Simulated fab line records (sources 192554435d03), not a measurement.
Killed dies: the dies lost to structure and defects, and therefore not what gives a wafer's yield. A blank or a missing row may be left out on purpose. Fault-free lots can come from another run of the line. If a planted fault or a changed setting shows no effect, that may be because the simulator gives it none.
Struck lot and sound lot, side by side | flow n5_finfet | 38 steps out of a route of 1938
Sound: wafers L648.1, L648.4, L648.6. Struck: wafer L640.1 (left out: L640.3, L640.4 of the same lot, which were not struck); the cause appears at the end.
Each step with rows lists, per side, the tool, then ch with its chambers, then its first start. Under that, the readings that differ: sound wafers | struck wafers | difference of the means | sigmas: that difference in standard deviations of wafers without a fault.
alike: readings with means less than 2 such deviations apart, plus words and numbers identical on both sides. not compared: withheld readings, readings lacking a value on some wafer, bounds such as >300 that could conceal the same value, and numbers that have no deviation in the record and whose values overlap.
The two part at a step that has a row with sigmas, a row that says differs or no value, or rows on one side only. Numbers that don't overlap but have no deviation are shown without sigmas and don't part them. A reading missing from all wafers of one side parts the sides only when that side holds two or more wafers.

first, 8 steps without rows for these wafers: N5_BEOL_M3_ECD_50 (material Cu, target thk 300 nm); N5_BEOL_M3_ANNEAL_51 (time 90 s); N5_BEOL_M3_CMP_52 (polishes, stops on SiOC, t overpolish 6.8 s, target thk 40 nm); N5_BEOL_M3_PRE_CLEAN_60 (time 15 s); N5_BEOL_M3_CO_CAP_55 (material Co, precursor CCTBA/H2, target thk 2 nm, time 102.1 s); N5_BEOL_M3_PRE_CLEAN_56 (time 15 s); N5_BEOL_M3_DEP_57 (deposits SiCN from 3MS/NH3, target thk 8 nm, time 14 s); N5_BEOL_M4_ILD_DEP_00 (deposits SiOC from DEMS/O2, target thk 79 nm, time 15.3 s).
N5_BEOL_M4_PECVD_72: deposits SiO2 from TEOS/O2, target thk 16 nm, time 18 s.
  sound on pecvd-03 ch 0,2, day 13 09:59; struck on pecvd-01 ch 2, day 11 05:37
  reading                                    | sound          | struck | difference | sigmas
  heater_power_w (W)                         | 574 596 734    | 823    | +188       | +2
  model.SiO2_of_BEOL_M4_PECVD_72.thk_nm (nm) | 15.6 16.2 15.8 | 24.2   | +8.3       |
  alike: showerhead_plenum_p_Torr, throttle_valve_pct
then, 25 steps without rows for these wafers: N5_BEOL_M4_HM_DEP_02 (deposits TiN, target thk 20 nm); N5_BEOL_M4_COAT_61 (time 60 s, resist thk 60 nm); N5_BEOL_M4_COAT_62 (time 60 s, resist thk 12 nm); N5_BEOL_M4_COAT_73 (time 60 s, resist thk 5 nm); N5_BEOL_M4_COAT_05 (resist thk 30 nm); N5_BEOL_M4_EBR_07; N5_BEOL_M4_SOFTBAKE_06 (time 60 s); N5_BEOL_M4_EXPOSE_08 (exposes mask M4); N5_BEOL_M4_PEB_09 (peb time 60 s); N5_BEOL_M4_DEVELOP_10 (develop time 30 s); N5_BEOL_M4_DESCUM_16 (chemistry O2, time 7 s); N5_BEOL_M4_ETCH_74 (etches underlayer in N2/H2, target depth 6.5 nm, time 5.2 s); N5_BEOL_M4_ETCH_63 (etches SiARC in CF4, target depth 15.6 nm, time 26 s); N5_BEOL_M4_ETCH_64 (etches SOC in N2/H2, target depth 75 nm, overetch 22.5 nm, time 121.9 s); N5_BEOL_M4_STRIP_65 (strips in N2/H2); N5_BEOL_M4_STRIP_75 (strips in N2/H2); N5_BEOL_M4_STRIP_66 (strips in CF4); N5_BEOL_M4_HM_OPEN_17 (chemistry Cl2/BCl3, target TiN, target depth 20 nm, overetch 6 nm); N5_BEOL_M4_STRIP_19 (strips in O2); N5_BEOL_M4_COAT_67 (time 60 s, resist thk 60 nm); N5_BEOL_M4_COAT_68 (time 60 s, resist thk 12 nm); N5_BEOL_M4_COAT_76 (time 60 s, resist thk 5 nm); N5_BEOL_M4_COAT_22 (resist thk 30 nm); N5_BEOL_M4_EBR_24; N5_BEOL_M4_SOFTBAKE_23 (time 60 s).
N5_BEOL_M4_HM_STRIP_39: strips TiN in peroxide tin strip, target depth 25 nm, time 158 s.
  sound on wet_bench-03 ch 0,1,7, day 13 15:13; struck on wet_bench-03 ch 0, day 11 13:13
  reading                                    | sound        | struck | difference | sigmas
  model.SiO2_of_BEOL_M4_PECVD_72.thk_nm (nm) | 15.6 16 15.6 | 24     | +8         |
N5_BEOL_M4_CMP_52: polishes, stops on SiOC, t overpolish 6.8 s, target thk 40 nm.
  sound on cmp-04 ch 0,2,3, day 13 20:05; struck on cmp-03 ch 3, day 11 16:38
  reading                      | sound             | struck | difference | sigmas
  barrier_field_endpoint_s (s) | 24.7 25.3 23.9    | 35.4   | +10.8      | +17
  motor_current_A (A)          | 6.4 6.5 5.8       | 7.4    | +1.2       | +2
  overpolish_run_s (s)         | 6.796 6.800 6.797 | 5.801  | -0.997     | -99 or more
  alike: clearing_platen_rpm, edge_zone_pressure_frac, slurry_filter_dp_kPa, slurry_flow_ml_min
N5_BEOL_M4_RC_MEAS_101:
  sound on prober-02 ch 0, day 13 20:39; struck on prober-01 ch 0, day 11 17:13
  alike: DIBL_N, DIBL_P, IOFF_N, IOFF_P, ION_N, ION_P, SS_N, SS_P, VT_N, VT_P
then, 1 step without rows for these wafers: N5_PASSIVATION_PROBE_49.

WHERE THEY PART
Last at N5_BEOL_M4_CMP_52 as far as this record goes, first at N5_BEOL_M4_PECVD_72. Later steps at which nothing parts them and some readings are alike: N5_BEOL_M4_RC_MEAS_101.

WHY: what the simulator had put in
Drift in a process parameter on pecvd-01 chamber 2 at N5_BEOL_M4_PECVD_72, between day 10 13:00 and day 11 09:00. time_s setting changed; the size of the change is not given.
